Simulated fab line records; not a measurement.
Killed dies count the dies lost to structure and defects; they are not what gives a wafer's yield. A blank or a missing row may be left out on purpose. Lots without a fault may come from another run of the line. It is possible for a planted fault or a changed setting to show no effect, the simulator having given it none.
Matching of chambers || flow n5_finfet || 4 sister chambers for N5_MOL_CONTACT_COAG_ALD_131 on ald_sin-04
The step deposits SiO2, target thk 5 nm, pulse time 1 s, co reactant pulse time 1 s. 4 wafers are shown with their chamber, then 7 later ones without.

EACH WAFER AND ITS CHAMBER
{"wafer": "L085.3", "chamber": 0, "heater_power_w (W)": 69}
{"wafer": "L085.4", "chamber": 2, "heater_power_w (W)": 83}
{"wafer": "L087.2", "chamber": 3, "heater_power_w (W)": 84}
{"wafer": "L087.3", "chamber": 1, "heater_power_w (W)": 88}

WAFERS MISSING THEIR CHAMBER
{"wafer": "L087.6", "heater_power_w (W)": 70}
{"wafer": "L091.2", "heater_power_w (W)": 82}
{"wafer": "L091.5", "heater_power_w (W)": 83}
{"wafer": "L091.6", "heater_power_w (W)": 85}
{"wafer": "L095.1", "heater_power_w (W)": 90}
{"wafer": "L095.2", "heater_power_w (W)": 71}
{"wafer": "L095.4", "heater_power_w (W)": 69}

WHICH CHAMBER EACH WENT THROUGH
{"wafer": "L087.6", "from the rows above": 0, "in truth": 0}
{"wafer": "L091.2", "from the rows above": "can't be placed: 2 or 3", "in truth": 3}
{"wafer": "L091.5", "from the rows above": "can't be placed: 2 or 3", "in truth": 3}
{"wafer": "L091.6", "from the rows above": "can't be placed: 3 or 2 or 1", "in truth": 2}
{"wafer": "L095.1", "from the rows above": 1, "in truth": 1}
{"wafer": "L095.2", "from the rows above": 0, "in truth": 0}
{"wafer": "L095.4", "from the rows above": 0, "in truth": 0}
4 of 7 placed correctly. Unplaceable from these rows: 3, with the true chamber sitting among the candidates in 3. Wrongly placed: 0.
How it was worked out, from the rows above alone: a wafer's distance from a chamber is the root of the sum, over the readings, of the square of ((its reading less the chamber's mean) divided by the reading's scatter). If the next closest chamber is less than 2 further off than the closest, the wafer can't be placed; otherwise it belongs to the closest. The mean given for a chamber averages the wafers shown for that chamber. The scatter (one wafer shown for each chamber): square how far every hidden wafer sits from the nearest shown wafer, average those squares and take the square root.
